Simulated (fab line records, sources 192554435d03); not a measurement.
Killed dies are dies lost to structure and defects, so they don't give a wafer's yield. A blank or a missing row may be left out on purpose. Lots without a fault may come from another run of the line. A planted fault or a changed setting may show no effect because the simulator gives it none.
Split-lot experiment | flow n5_finfet | 7 lots, 39 wafers read, on a route of 1938 steps

THE SPLIT
At N5_SD_EPI_N_EXPOSE_06 (exposes mask SD N BLK, target cd 120 nm), the setting dose_mj was moved away from the recipe's 39.75 on 12 of the 39 wafers read, by -7.3% to +5.8%. The other wafers ran this setting at the recipe's value.

FROM THE SPLIT TO THE READING: what the file shows between them, 2 steps
- N5_SD_EPI_N_PEB_07: peb time 60 s
- N5_SD_EPI_N_DEVELOP_08: develop time 30 s

THE READING
cd_nm, in nm, at N5_SD_EPI_N_CD_MEAS_09 (target cd 120 nm). Fault-free wafers of this fab line usually give 119.8 nm, standard deviation 0.62 nm.

wafer  | tool, chamber at the split | dose_mj as run | against the recipe | cd_nm, nm | against lot-mates on the recipe
L074.1 | arfi_scanner-03, 0         | 39.75          | recipe             | 119.6     | -
L074.2 | arfi_scanner-03, 0         | 39.75          | recipe             | 119.5     | -
L074.3 | arfi_scanner-03, 0         | 39.75          | recipe             | 120.9     | -
L074.4 | arfi_scanner-03, 0         | 39.75          | recipe             | 120.9     | -
L074.5 | arfi_scanner-03, 0         | 39.75          | recipe             | 120.9     | -
L074.6 | arfi_scanner-03, 0         | 39.75          | recipe             | 120.1     | -
L080.1 | arfi_scanner-03, 0         | 39.75          | recipe             | 120.4     | -
L080.2 | arfi_scanner-03, 0         | 39.75          | recipe             | 119.2     | -
L080.3 | arfi_scanner-03, 0         | 38.87          | -2.2%              | 117.2     | -2.5
L080.4 | arfi_scanner-03, 0         | 38.87          | -2.2%              | 117.2     | -2.5
L080.5 | arfi_scanner-03, 0         | 39.75          | recipe             | 119.4     | -
L080.6 | arfi_scanner-03, 0         | 38.87          | -2.2%              | 117.7     | -2.0
L086.1 | arfi_scanner-03, 0         | 36.86          | -7.3%              | 114.3     | -5.3
L086.2 | arfi_scanner-03, 0         | 39.75          | recipe             | 119.3     | -
L086.3 | arfi_scanner-03, 0         | 36.86          | -7.3%              | 115.1     | -4.5
L086.4 | arfi_scanner-03, 0         | 39.75          | recipe             | 119.6     | -
L086.5 | arfi_scanner-03, 0         | 36.86          | -7.3%              | 114.4     | -5.2
L086.6 | arfi_scanner-03, 0         | 39.75          | recipe             | 119.8     | -
L088.1 | arfi_scanner-03, 0         | 42.04          | +5.8%              | 124.2     | +3.4
L088.2 | arfi_scanner-03, 0         | 39.75          | recipe             | 121.1     | -
L088.3 | arfi_scanner-03, 0         | 42.04          | +5.8%              | 123.4     | +2.6
L088.4 | arfi_scanner-03, 0         | 42.04          | +5.8%              | 123.8     | +3.0
L088.5 | arfi_scanner-03, 0         | 39.75          | recipe             | 121.2     | -
L088.6 | arfi_scanner-03, 0         | 39.75          | recipe             | 120.2     | -
L091.1 | arfi_scanner-01, 0         | 39.75          | recipe             | 120.1     | -
L091.2 | arfi_scanner-01, 0         | 39.75          | recipe             | 120.0     | -
L091.5 | arfi_scanner-01, 0         | 39.75          | recipe             | 119.8     | -
L094.1 | arfi_scanner-01, 0         | 39.75          | recipe             | 120.2     | -
L094.2 | arfi_scanner-01, 0         | 37.13          | -6.6%              | 115.7     | -4.2
L094.3 | arfi_scanner-01, 0         | 37.13          | -6.6%              | 115.2     | -4.7
L094.4 | arfi_scanner-01, 0         | 39.75          | recipe             | 119.9     | -
L094.5 | arfi_scanner-01, 0         | 37.13          | -6.6%              | 115.6     | -4.3
L094.6 | arfi_scanner-01, 0         | 39.75          | recipe             | 119.6     | -
L097.1 | arfi_scanner-01, 0         | 39.75          | recipe             | 119.9     | -
L097.2 | arfi_scanner-01, 0         | 39.75          | recipe             | 120.5     | -
L097.3 | arfi_scanner-01, 0         | 39.75          | recipe             | 120.0     | -
L097.4 | arfi_scanner-01, 0         | 39.75          | recipe             | 118.9     | -
L097.5 | arfi_scanner-01, 0         | 39.75          | recipe             | 118.9     | -
L097.6 | arfi_scanner-01, 0         | 39.75          | recipe             | 119.9     | -

THE FIT
A straight line over all 39 wafers: cd_nm changes by +0.71 nm for each +1% of dose_mj; r = +0.96; the points scatter about the line by 0.63 nm.
The same after taking each lot's own level away (the mean of its wafers on the recipe; 39 wafers): +0.637 nm for each +1%; r = +0.97; scatter 0.53 nm.
On that fit, the largest move of dose_mj shifts the reading by 4.6 nm.
The lots' own levels span 119.57 to 120.83 nm, that is 2.0 times the standard deviation above.
So the lot-to-lot level changes the slope: the two fits differ.
Check: with one of the wafers moved furthest among these (-7.3%) left out of the fit, the line predicts -4.72 nm for it against its lot-mates. It came out at -5.27 nm against them.

OTHER SPLITS ON THESE WAFERS
These wafers also went through other splits before the reading. Each is held against what the fit with the lots' levels taken away leaves over:
other split on the same wafers               | wafers away from the commonest value | r with cd_nm (lot level and that fit taken away)
N5_FIN_SAQP_HM_DEP_72 target_thk_a           | 12                                   | -0.02
N5_STI_FIN_REVEAL_ETCHBACK_08 target_depth_a | 18                                   | -0.21

THE WHOLE CHAIN: every reading that the file lists as answering this split, in the file's order
step                   | what it does                                           | reading                                                         | change (the file's fit)               | r (the file's)
N5_SD_EPI_N_CD_MEAS_09 | target cd 120 nm                                       | cd_nm                                                           | +0.647 nm for each +1% of the setting | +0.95
N5_SD_EPI_N_DESCUM_14  | chemistry O2, time 7.9 s                               | SD_EPI_N.cd_nm (the simulator's own value, which no gauge read) | +0.669 nm for each +1% of the setting | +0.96
N5_SD_EPI_N_ETCH_34    | etches SiARC in CF4, target depth 45.5 nm, time 75.8 s | SD_EPI_N.cd_nm (the simulator's own value, which no gauge read) | +0.659 nm for each +1% of the setting | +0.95

THE FILE'S OWN FIT
cd_nm changes by +0.647 nm for each +1% of dose_mj, r = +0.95.
